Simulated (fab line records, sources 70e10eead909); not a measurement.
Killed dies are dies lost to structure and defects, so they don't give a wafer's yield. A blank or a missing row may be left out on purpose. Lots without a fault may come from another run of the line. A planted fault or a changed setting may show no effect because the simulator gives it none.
fab line records | flow nand_harc
record lots=13 wafers=39 last_day=33
route steps=1302 shown P_STI@92 P_GATE@119 END@1302
lots that met no fault: from a run of the same line without faults
start_h: hours from the record's first day to the start of the lot's first wafer shown | wait_h: hours since the lot's step before | " the same as in the row above | L1.1+2: a row that stands for several wafers | - no value, or no start given | * or withheld: withheld | < > ~ a bound
route shown NAME@n: a module of which the file shows steps, and the number in the route of the first | usual: mean/standard deviation of fault-free wafers | same: alike in all rows | chamber/n: place in a boat | sites: the reading at each site | _std_site: their standard deviation | _edge_site: outer sites' mean less inner sites' | radius_mm: how far each site lies from the wafer's centre | mask NAME#n: copy n | behind: the tool/chamber that last shaped the wafer | hold: why the lot was held/for how many hours/how that ended | device: the transistor (n, p or np) that didn't switch | end of line: the same wafers' tests at the end of the route | a step without rows: its recipe alone | killed: dies lost to structure and defects at the first sort, not the wafer's yield | map: a wafer's dies, x killed, . not, _ none there
set.NAME: the setting as run; set.NAME@STEP: as run at that earlier step | model.NAME: the simulator's own value behind a step, which no gauge read
steps of the route over a sample of lots; a table a step, a row a wafer
services: from which hour (start_h, from the record's first day; less than 0 if before it) a tool's chamber was out of use, for how many hours, and why
## steps
# step NHARC_P_STI_OCD_MEAS_17
# usual trench_depth_nm=300/6.5 trench_foot_cd_nm=158.9/2.5
# columns lot.wafer tool chamber start_h wait_h trench_depth_nm trench_foot_cd_nm
L154.2 ocd-02 - 60.30 0.1 309 156.0
L154.3 " - " " 304 161.2
L154.4 " - " " 288 160.3
L155.1 ocd-02 - 68.27 0.1 302 160.5
L155.3 " - " " 295 158.8
L155.4 " - " " 299 159.7
L156.1 ocd-02 - 72.82 0.1 305 161.7
L156.2 " - " " 303 161.3
L156.6 " - " " 305 160.0
L158.3 ocd-01 - 95.83 0.1 286 164.5
L158.5 " - " " 304 159.1
L158.6 " - " " 286 157.6
L159.1 ocd-01 - 103.93 0.1 298 155.9
L159.4 " - " " 314 160.9
L159.5 " - " " 309 157.3
L160.2 ocd-02 - 113.43 0.1 311 156.8
L160.3 " - " " 297 162.1
L160.6 " - " " 291 161.2
L161.1 ocd-02 - 124.56 0.1 303 161.7
L161.4 " - " " 296 157.5
L161.5 " - " " 296 160.4
L162.1 ocd-02 - 136.57 0.1 301 153.7
L162.3 " - " " 294 161.7
L162.5 " - " " 295 160.6
L164.2 ocd-02 - 153.04 0.1 307 157.4
L164.3 " - " " 299 159.8
L164.6 " - " " 293 160.3
L166.1 ocd-01 - 174.98 0.1 314 153.3
L166.2 " - " " 290 157.3
L166.6 " - " " 304 153.1
L169.1 ocd-01 - 203.11 0.1 305 156.2
L169.2 " - " " 297 159.1
L169.4 " - " " 294 159.5
L175.1 ocd-02 - 263.07 0.1 302 159.8
L175.4 " - " " 301 159.6
L175.6 " - " " 300 154.0
L176.1 ocd-01 - 273.31 0.1 305 162.5
L176.3 " - " " 294 161.3
L176.4 " - " " 294 164.0
# step NHARC_P_STI_OCD_MEAS_43
# usual trench_depth_nm=300/6.5 trench_foot_cd_nm=158.9/2.4
# columns lot.wafer tool chamber start_h wait_h trench_depth_nm trench_foot_cd_nm
L154.2 ocd-02 - 60.81 - 309 155.9
L154.3 " - " " 305 161.5
L154.4 " - " " 288 160.7
L155.1 ocd-01 - 68.77 - 302 160.3
L155.3 " - " " 295 158.7
L155.4 " - " " 299 159.7
L156.1 ocd-01 - 73.33 - 305 161.8
L156.2 " - " " 302 161.4
L156.6 " - " " 304 160.1
L158.3 ocd-02 - 96.34 - 287 164.7
L158.5 " - " " 305 158.6
L158.6 " - " " 286 158.2
L159.1 ocd-02 - 104.44 - 298 155.7
L159.4 " - " " 314 161.4
L159.5 " - " " 308 157.1
L160.2 ocd-01 - 113.94 - 311 157.0
L160.3 " - " " 297 161.8
L160.6 " - " " 291 161.2
L161.1 ocd-01 - 125.06 - 303 161.7
L161.4 " - " " 297 157.4
L161.5 " - " " 296 160.1
L162.1 ocd-02 - 137.08 - 302 153.7
L162.3 " - " " 294 161.4
L162.5 " - " " 295 161.0
L164.2 ocd-02 - 153.54 - 307 158.5
L164.3 " - " " 298 159.6
L164.6 " - " " 293 159.8
L166.1 ocd-02 - 175.50 - 314 153.4
L166.2 " - " " 291 157.2
L166.6 " - " " 305 153.4
L169.1 ocd-02 - 203.61 - 305 156.3
L169.2 " - " " 298 158.0
L169.4 " - " " 295 159.6
L175.1 ocd-01 - 263.58 - 301 159.2
L175.4 " - " " 301 159.0
L175.6 " - " " 300 155.2
L176.1 ocd-02 - 273.81 - 305 162.3
L176.3 " - " " 294 160.5
L176.4 " - " " 293 164.1
# step NHARC_P_STI_INSPECT_25
# usual raw_defect_count=214/78
# columns lot.wafer tool chamber start_h wait_h raw_defect_count
L154.2 defect_inspect-02 - 89.26 0.4 130
L154.3 " - " " 147
L154.4 " - " " 246
L155.1 defect_inspect-01 - 94.38 0.4 297
L155.3 " - " " 492
L155.4 " - " " 359
L156.1 defect_inspect-02 - 101.78 0.4 182
L156.2 " - " " 143
L156.6 " - " " 275
L158.3 defect_inspect-01 - 123.44 0.4 171
L158.5 " - " " 222
L158.6 " - " " 214
L159.1 defect_inspect-02 - 130.80 0.4 107
L159.4 " - " " 189
L159.5 " - " " 147
L160.2 defect_inspect-02 - 141.80 0.4 164
L160.3 " - " " 188
L160.6 " - " " 225
L161.1 defect_inspect-02 - 152.21 0.4 239
L161.4 " - " " 379
L161.5 " - " " 279
L162.1 defect_inspect-01 - 165.10 0.4 136
L162.3 " - " " 89
L162.5 " - " " 94
L164.2 defect_inspect-01 - 179.50 0.4 244
L164.3 " - " " 224
L164.6 " - " " 248
L166.1 defect_inspect-02 - 200.87 0.4 96
L166.2 " - " " 101
L166.6 " - " " 175
L169.1 defect_inspect-01 - 238.82 0.4 144
L169.2 " - " " 215
L169.4 " - " " 133
L175.1 defect_inspect-02 - 289.89 0.4 127
L175.4 " - " " 197
L175.6 " - " " 227
L176.1 defect_inspect-02 - 300.44 0.4 222
L176.3 " - " " 200
L176.4 " - " " 364
# step NHARC_P_GATE_EXPOSE_08
# recipe na=0.6 dose_mj=16.75 mask_id=P_HV
# columns lot.wafer tool chamber start_h wait_h mask
L154.2+3+4 krf_scanner-01 0 97.42 - P_HV#0
L155.1+3+4 krf_scanner-03 0 102.80 - P_HV#0
L156.1+2+6 krf_scanner-03 0 110.17 - P_HV#0
L158.3+5+6 krf_scanner-03 0 131.93 - P_HV#0
L159.1+4+5 krf_scanner-02 0 139.00 - P_HV#0
L160.2+3+6 krf_scanner-03 0 150.16 - P_HV#0
L161.1+4+5 krf_scanner-01 0 162.45 - P_HV#0
L162.1+3+5 krf_scanner-02 0 173.62 - P_HV#0
L164.2+3+6 krf_scanner-02 0 187.72 - P_HV#0
L166.1+2+6 krf_scanner-01 0 211.53 - P_HVPW#0
L169.1+2+4 krf_scanner-02 0 247.20 - P_HV#0
L175.1+4+6 krf_scanner-02 0 298.09 - P_HV#0
L176.1+3+4 krf_scanner-02 0 308.91 - P_HV#0
# step NHARC_P_GATE_CD_MEAS_11
# recipe target_cd_nm=1640 landing_energy_ev=500
# usual cd_nm=1639.5/2.2
# columns lot.wafer tool chamber start_h wait_h cd_nm
L154.2 cd_sem-03 0 97.58 - 1637.3
L154.3 " 0 " " 1636.6
L154.4 " 0 " " 1640.2
L155.1 cd_sem-03 0 102.95 - 1638.6
L155.3 " 0 " " 1644.3
L155.4 " 0 " " 1640.4
L156.1 cd_sem-01 0 110.33 - 1638.7
L156.2 " 0 " " 1641.4
L156.6 " 0 " " 1638.1
L158.3 cd_sem-03 0 132.08 - 1639.9
L158.5 " 0 " " 1638.3
L158.6 " 0 " " 1639.8
L159.1 cd_sem-01 0 139.15 - 1640.9
L159.4 " 0 " " 1643.0
L159.5 " 0 " " 1640.8
L160.2 cd_sem-02 0 150.31 - 1637.7
L160.3 " 0 " " 1640.1
L160.6 " 0 " " 1638.0
L161.1 cd_sem-03 0 162.60 - 1641.1
L161.4 " 0 " " 1639.6
L161.5 " 0 " " 1641.5
L162.1 cd_sem-01 0 173.77 - 1641.1
L162.3 " 0 " " 1637.9
L162.5 " 0 " " 1640.4
L164.2 cd_sem-02 0 187.87 - 1638.7
L164.3 " 0 " " 1639.8
L164.6 " 0 " " 1639.2
L166.1 cd_sem-03 0 211.69 - -
L166.2 " 0 " " -
L166.6 " 0 " " -
L169.1 cd_sem-02 0 247.35 - 1638.7
L169.2 " 0 " " 1640.0
L169.4 " 0 " " 1638.7
L175.1 cd_sem-03 0 298.25 - 1639.3
L175.4 " 0 " " 1639.1
L175.6 " 0 " " 1640.4
L176.1 cd_sem-03 0 309.06 - 1638.8
L176.3 " 0 " " 1636.6
L176.4 " 0 " " 1637.9
# step NHARC_END_SORT_01
# recipe temp_c=25
# usual killed_at_array=64/20 killed_at_other=0.7/1.1 killed_at_periphery=3.6/2.7 killed_dies=68/20 killed_open=2.8/1.9 killed_short=2.3/1.5
# same gross_dies=677
# columns lot.wafer tool chamber start_h wait_h killed_at_array killed_at_other killed_at_periphery killed_dies killed_open killed_short
L166.1 prober-01 0 696.64 2.5 38 0 639 677 1 1
L166.2 prober-01 0 697.44 2.8 43 0 634 677 3 3
L166.6 prober-01 0 700.65 4.0 49 2 626 677 4 2
L169.1 prober-01 0 725.65 2.5 81 0 6 87 4 0
L169.2 prober-01 0 726.44 2.8 82 0 3 85 0 2
L169.4 prober-01 0 728.03 3.4 78 1 9 88 5 1
# killed by level:class
L166.1 P_GATE:area_expose=630 A_CHANNEL_HOLE_D1:chamber_film_flake=30 P_STI:chamber_film_flake=4 A_STAIRCASE:chamber_film_flake=4 P_ZERO_WELL:chamber_film_flake=3 A_CONTACT:chamber_film_flake=2 P_CONTACT:geometric_particle:short=1 A_ONON_D1:geometric_particle:open=1
L166.2 P_GATE:area_expose=622 A_CHANNEL_HOLE_D1:chamber_film_flake=29 P_CONTACT:chamber_film_flake=5 P_STI:chamber_film_flake=4 A_CONTACT:chamber_film_flake=4 A_SLIT:chamber_film_flake=2 A_CHANNEL_FILL_D2:chamber_film_flake=2 P_GATE:geometric_particle:short=1
L166.6 P_GATE:area_expose=619 A_CHANNEL_HOLE_D1:chamber_film_flake=27 A_SLIT:chamber_film_flake=5 A_CONTACT:chamber_film_flake=5 A_CHANNEL_HOLE_D2:chamber_film_flake=4 A_CHANNEL_FILL_D2:chamber_film_flake=3 P_ZERO_WELL:chamber_film_flake=2 P_GATE:geometric_particle:open=1
L169.1 A_CHANNEL_HOLE_D1:chamber_film_flake=39 A_SLIT:chamber_film_flake=32 A_CONTACT:chamber_film_flake=4 P_STI:chamber_film_flake=2 P_GATE:chamber_film_flake=2 A_STAIRCASE:chamber_film_flake=2 P_M0:geometric_particle:open=1 A_ONON_D1:geometric_particle:open=1
L169.2 A_CHANNEL_HOLE_D1:chamber_film_flake=42 A_SLIT:chamber_film_flake=26 A_CONTACT:chamber_film_flake=6 A_STAIRCASE:chamber_film_flake=5 A_ONON_D1:geometric_particle:short=1 A_SGD_CUT:geometric_particle:short=1 P_STI:chamber_film_flake=1 P_GATE:chamber_film_flake=1
L169.4 A_CHANNEL_HOLE_D1:chamber_film_flake=37 A_SLIT:chamber_film_flake=30 A_CONTACT:chamber_film_flake=7 P_CONTACT:chamber_film_flake=5 P_STI:chamber_film_flake=2 P_M0:geometric_particle:open=1 A_CHANNEL_FILL_D1:geometric_particle:open=1 A_ONON_D2:geometric_particle:open=1
## services
# columns tool chamber start_h hours kind
krf_scanner-03 - 80.83 0.9 repair
krf_scanner-02 - 94.00 4.0 pm
krf_scanner-03 - 119.39 0.9 repair
krf_scanner-01 - 128.93 16.4 repair
krf_scanner-03 0 159.87 - calibration
krf_scanner-01 0 161.08 - calibration
krf_scanner-03 - 224.00 4.0 pm
krf_scanner-02 0 248.88 - calibration
krf_scanner-02 - 257.24 0.4 repair
krf_scanner-02 - 266.00 4.0 pm
krf_scanner-02 - 283.32 0.4 repair
krf_scanner-02 - 291.04 0.5 repair
## key
first_sign step=NHARC_P_GATE_EXPOSE_08 reading=mask direction=changed
effect step=NHARC_P_GATE_CD_MEAS_11 reading=cd_nm direction=missing
effect step=NHARC_END_SORT_01 reading=killed_at_periphery direction=up sigmas=99+ usual=3.6 struck=633
more_kills_born_at NHARC_P_GATE_EXPOSE_08@krf_scanner-01=1871
met_at NHARC_P_GATE_EXPOSE_08
struck_lots L166
later_rows_left_out L166.1,L166.2,L166.6
tester_left_out L166
not_acting_at NHARC_P_STI_OCD_MEAS_17,NHARC_P_STI_OCD_MEAS_43,NHARC_P_STI_INSPECT_25
onset_between 162.45 211.53
fault kind=wrong_mask tool=any chamber=- onset_h=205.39 steps=NHARC_P_GATE_EXPOSE_08 aux_copy=P_HVPW#0 scope=struck_lots_only
# tester_left_out: of these lots the tester's yield and bins aren't shown, on N5 and GAA mostly nor the transistor test; their killed dies are dies lost to structure and defects alone, not to doping, threshold or leakage, so they don't give the yield
# later_rows_left_out: the simulator's readings of these wafers behind a module that went badly wrong aren't trusted and aren't shown, but for the sort
